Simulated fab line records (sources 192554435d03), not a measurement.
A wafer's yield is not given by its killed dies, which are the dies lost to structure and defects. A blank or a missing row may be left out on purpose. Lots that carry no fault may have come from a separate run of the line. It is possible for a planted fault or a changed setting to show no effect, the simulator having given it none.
A struck lot beside a sound one | flow n5 finfet | 39 steps out of a route of 1938
Sound: wafers L144.2, L144.4, L144.6. Struck: wafers L131.1, L131.3, L131.4. The cause is given at the end.
Order at every step that has rows: each side's tool, ch and its chambers, its first start. Under that, the readings that differ: sound wafers | struck wafers | difference of the means | sigmas: that difference in standard deviations of wafers without a fault.
alike: readings whose means differ by less than 2 such deviations, and words and numbers that are the same on both sides. not compared: withheld readings, readings that some wafer has no value for, bounds like >300 that may hide the same value, and numbers for which the record gives no deviation and whose values overlap.
The two part at a step that has a row with sigmas, a row that says differs or no value, or rows on one side only. Non-overlapping numbers with no deviation appear without sigmas and do not part them. A reading missing from all wafers of one side parts the sides only when that side holds two or more wafers.

first, 9 steps without rows for these wafers: N5_BEOL_M4_ANNEAL_95 (time 240 s); N5_BEOL_M4_SPUTTER_96 (material Cu, target thk 4.5 nm, time 8.29 s); N5_BEOL_M4_ECD_50 (material Cu, target thk 300 nm); N5_BEOL_M4_ANNEAL_51 (time 90 s); N5_BEOL_M4_CMP_52 (polishes, stops on SiOC, t overpolish 6.8 s, target thk 40 nm); N5_BEOL_M4_PRE_CLEAN_60 (time 15 s); N5_BEOL_M4_CO_CAP_55 (material Co, precursor CCTBA/H2, target thk 2 nm, time 102.1 s); N5_BEOL_M4_PRE_CLEAN_56 (time 15 s); N5_BEOL_M4_DEP_57 (deposits SiCN from 3MS/NH3, target thk 8 nm, time 14 s).
N5_BEOL_M4_RC_MEAS_101:
  sound on prober-02 ch 0, day 14 02:21; struck on prober-02 ch 0, day 9 21:11
  reading   | sound          | struck         | difference | sigmas
  VT_P (mV) | -255 -255 -254 | -248 -247 -243 | +9         | +3
  alike: DIBL_N, DIBL_P, IOFF_N, IOFF_P, ION_N, ION_P, SS_N, SS_P, VT_N
then, 24 steps without rows for these wafers: N5_BEOL_M5_ILD_DEP_00 (deposits SiCOH lowk from DEMS/porogen, target thk 140.64 nm, time 25.9 s); N5_BEOL_M5_CURE_79 (cures SiCOH lowk, time 240 s); N5_BEOL_M5_PECVD_70 (deposits SiO2 from TEOS/O2, target thk 16 nm, time 18 s); N5_BEOL_M5_HM_DEP_02 (deposits TiN, target thk 20 nm); N5_BEOL_M5_COAT_59 (time 60 s, resist thk 60 nm); N5_BEOL_M5_COAT_60 (time 60 s, resist thk 12 nm); N5_BEOL_M5_COAT_71 (time 60 s, resist thk 5 nm); N5_BEOL_M5_COAT_05 (resist thk 30 nm); N5_BEOL_M5_EBR_07; N5_BEOL_M5_SOFTBAKE_06 (time 60 s); N5_BEOL_M5_EXPOSE_08 (exposes mask M5, target cd 28 nm); N5_BEOL_M5_PEB_09 (peb time 60 s); N5_BEOL_M5_DEVELOP_10 (develop time 30 s); N5_BEOL_M5_DESCUM_16 (chemistry O2, time 7 s); N5_BEOL_M5_ETCH_72 (etches underlayer in N2/H2, target depth 6.5 nm, time 5.2 s); N5_BEOL_M5_ETCH_61 (etches SiARC in CF4, target depth 15.6 nm, time 26 s); N5_BEOL_M5_ETCH_62 (etches SOC in N2/H2, target depth 75 nm, overetch 15 nm, time 112.5 s); N5_BEOL_M5_STRIP_63 (strips in N2/H2); N5_BEOL_M5_STRIP_73 (strips in N2/H2); N5_BEOL_M5_STRIP_64 (strips in CF4); N5_BEOL_M5_HM_OPEN_17 (chemistry Cl2/BCl3, target TiN, target depth 20 nm, overetch 6 nm); N5_BEOL_M5_STRIP_19 (strips in O2); N5_BEOL_M5_COAT_65 (time 60 s, resist thk 60 nm); N5_BEOL_M5_COAT_66 (time 60 s, resist thk 12 nm).
N5_BEOL_M6_CMP_52: polishes, stops on SiCOH lowk, t overpolish 6.9 s, target thk 80 nm.
  sound on cmp-03 ch 0,2,3, day 14 22:30; struck on cmp-02 ch 0,1,3, day 10 20:57
  no value came back on the struck wafers for any of 6 readings (barrier field endpoint s (s), clearing platen down force psi (psi) and others); on the sound wafers barrier field endpoint s (s) reads 28.4 29.4 28.6
  reading                                    | sound        | struck         | difference | sigmas
  model.Cu_of_BEOL_M6_ECD_50.thk nm (nm)     | 78.4 79 79.8 | 300 299 301.6  | +221       |
  model.SiO2_of_BEOL_M6_PECVD_70.thk nm (nm) | 0 0 0        | 19.8 20.2 20.2 | +20.1      |
N5_BEOL_M6_THK_MEAS_53: measures by xrf.
  sound on film metro-01, day 14 22:46; struck on film metro-01, day 10 21:13
  reading     | sound          | struck            | difference | sigmas
  M6_THK (nm) | 76.9 77.3 78.2 | 291.7 290.9 294.8 | +215.0     | +99 or more
N5_BEOL_M6_RS_MEAS_57: the measuring method here is four-point-probe.
  sound on film metro-01, day 14 22:53; struck on film metro-02, day 10 21:20
  reading        | sound             | struck            | difference | sigmas
  M6_RS (ohm/sq) | 0.293 0.291 0.286 | 0.065 0.065 0.064 | -0.225     | -35
N5_BEOL_M6_INSPECT_58: inspects for defects (darkfield).
  sound on defect inspect-02, day 14 22:55; struck on defect inspect-01, day 10 21:22
  reading          | sound    | struck         | difference | sigmas
  raw defect count | 30 29 82 | 1517 1579 1487 | +1481      | +59
-- here the record skips 3 days between the struck wafers' starts before and after, leaving off in module BEOL_M6 and picking up in module PASSIVATION (first step shown: number 1936 of the route) --
N5_PASSIVATION_PROBE_49:
  sound on prober-02, day 18 11:46; struck on prober-02, day 14 05:26
  reading                  | sound          | struck         | difference | sigmas
  defect limited yield (%) | 91.9 90.0 94.3 | 0 0 0          | -92        | -66
  killed_at_M4_up          | 11 6 6         | 1092 1067 1108 | +1081      | +99 or more
  killed dies              | 96 118 67      | 1180 1180 1180 | +1086      | +64
  killed on rim            | 13 12 8        | 152 152 152    | +141       | +32
  sort n pass              | 1084 1062 1113 | 0 0 0          | -1086      | -64
  sort yield pct (%)       | 91.9 90.0 94.3 | 0 0 0          | -92        | -61
  alike: killed_at_M0_to_M3, killed at contacts, killed at front end, killed at other, killed open, killed short, sort_bin_5_function, sort_bin_6_memory

## WHERE THEY PART
At N5_BEOL_M4_RC_MEAS_101 first; at N5_PASSIVATION_PROBE_49 last (within this record only).

WHY: the cause the simulator had injected
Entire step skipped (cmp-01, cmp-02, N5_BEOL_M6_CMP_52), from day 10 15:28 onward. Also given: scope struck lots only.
